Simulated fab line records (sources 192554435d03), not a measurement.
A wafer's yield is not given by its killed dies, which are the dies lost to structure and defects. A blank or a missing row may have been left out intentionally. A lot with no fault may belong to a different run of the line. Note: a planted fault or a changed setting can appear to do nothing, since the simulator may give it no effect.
Struck lot and sound lot, side by side :: flow n5Finfet :: 17 out of 1938 route steps
Sound: these wafers, L260.1, L260.3, L260.4. Struck: wafer L270.1 (left out: L270.4, a lot-mate that was not struck); the cause follows at the end.
For every step that has rows: the tool of each side, followed by ch and its chambers, followed by its first start. Under that, the readings that differ: sound wafers :: struck wafers :: difference of the means :: sigmas: that difference in standard deviations of wafers without a fault.
alike: same words and numbers on both sides, and readings whose means sit less than 2 such deviations apart. not compared: any withheld reading, any reading some wafer has no value for, any bound like >300 that may hide the same value, and any number with overlapping values for which the record gives no deviation.
The two part at a step that has a row with sigmas, a row that says differs or no value, or rows on one side only. Numbers that don't overlap but have no deviation are shown without sigmas and don't part them. A reading missing from all wafers of one side parts the sides only when that side holds two or more wafers.

first, 8 steps without rows for these wafers: N5_PASSIVATION_HMDS_03 (time 60 s); N5_PASSIVATION_COAT_04; N5_PASSIVATION_EBR_06; N5_PASSIVATION_SOFTBAKE_05 (time 90 s); N5_PASSIVATION_EXPOSE_07 (exposes mask TV, defocus 0 nm, target cd 3000 nm); N5_PASSIVATION_PEB_08; N5_PASSIVATION_DEVELOP_09 (develop time 60 s); N5_PASSIVATION_HARDBAKE_11 (time 120 s).
N5_PASSIVATION_CD_MEAS_10: the cd target is 3000 nm.
  sound on cdSem-03 ch 0, day 12 11:32; struck on cdSem-02 ch 0, day 15 03:13
  alike: cdNm
N5_PASSIVATION_OVL_MEAS_60:
  sound on overlay-02 ch 0, day 12 11:34; struck on overlay-02 ch 0, day 15 03:14
reading: TV_OVL (nm)
sound: 14 12 13
struck: -3
difference: -16
sigmas: -3
N5_PASSIVATION_INSPECT_61: inspects for defects (macro).
  struck on defectInspect-02, day 15 03:16; sound on defectInspect-01, day 12 11:36
  alike: rawDefectCount
N5_PASSIVATION_DESCUM_12: chemistry O2, time 7.9 s.
  sound on rieDiel-02 ch 0,2,3, day 12 11:52; struck on rieDiel-02 ch 2, day 15 03:57
reading: rfHoursCounterH (h)
sound: 47 247 26
struck: 15
difference: -92
sigmas: 
  alike: drypumpMotorCurrentA, oesProductAu, rfVppV, showerheadPlenumPTorr, throttleValvePct
N5_PASSIVATION_PASS_ETCH_74: etches SiNx in CF4/O2, target depth 220 nm, time 110 s.
  sound on rieDiel-02 ch 0,2,3, day 12 11:56; struck on rieDiel-02 ch 2, day 15 04:01
reading: oesProductAu (a.u.)
sound: 0.87 0.68 0.90
struck: 1.22
difference: +0.40
sigmas: +5

reading: rfHoursCounterH (h)
sound: 47 247 26
struck: 15
difference: -92
sigmas: 

reading: model.etch.depthNm (nm)
sound: 225.2 217.7 219.8
struck: 326.1
difference: +105.2
sigmas: 

reading: model.TV_OPEN.cdOffsetNm (nm)
sound: 0.2 0.4 0
struck: -4.4
difference: -4.6
sigmas: 
  alike: drypumpMotorCurrentA, rfVppV, showerheadPlenumPTorr, throttleValvePct
  not compared: model.coat_of_PASSIVATION_COAT_04.thkNm
N5_PASSIVATION_VIA_ETCH_13: etches SiO2 in CHF3/O2, target depth 660 nm, time 330 s.
  sound on rieDiel-02 ch 0,2,3, day 12 12:01; struck on rieDiel-02 ch 2, day 15 04:07
reading: rfHoursCounterH (h)
sound: 47 247 26
struck: 15
difference: -92
sigmas: 
  alike: CHF3_flow_sccm, drypumpMotorCurrentA, etchRfOnTimeS, oesProductAu, rfVppV, showerheadPlenumPTorr, throttleValvePct
  not compared: model.coat_of_PASSIVATION_COAT_04.thkNm
N5_PASSIVATION_STRIP_14: strips in O2.
  sound on rieDiel-02 ch 0,2,3, day 12 12:13; struck on rieDiel-02 ch 2, day 15 04:19
reading: rfHoursCounterH (h)
sound: 48 247 26
struck: 15
difference: -92
sigmas: 
  alike: drypumpMotorCurrentA, oesProductAu, rfVppV, showerheadPlenumPTorr, throttleValvePct
N5_PASSIVATION_ETCH_15: etches SiCN in CF4/N2, target depth 75 nm, time 81.2 s.
  sound: rieDiel-02 ch 0,2,3; struck: rieDiel-02 ch 2
reading: rfHoursCounterH (h)
sound: 48 247 26
struck: 15
difference: -92
sigmas: 

reading: model.TV_OPEN.cdOffsetNm (nm)
sound: 1.8 2.8 1.6
struck: -3
difference: -5
sigmas: 
  alike: drypumpMotorCurrentA, oesProductAu, rfVppV, showerheadPlenumPTorr, throttleValvePct
then, 1 step without rows for these wafers: N5_PASSIVATION_STRIP_73 (strips in post etch residue remover, time 60 s).

WHERE THEY PART
At N5_PASSIVATION_OVL_MEAS_60 first; at N5_PASSIVATION_PASS_ETCH_74 last (within this record only). Later steps at which nothing parts them and some readings are alike: N5_PASSIVATION_VIA_ETCH_13, N5_PASSIVATION_STRIP_14, N5_PASSIVATION_ETCH_15.

WHY: what had been put in by the simulator
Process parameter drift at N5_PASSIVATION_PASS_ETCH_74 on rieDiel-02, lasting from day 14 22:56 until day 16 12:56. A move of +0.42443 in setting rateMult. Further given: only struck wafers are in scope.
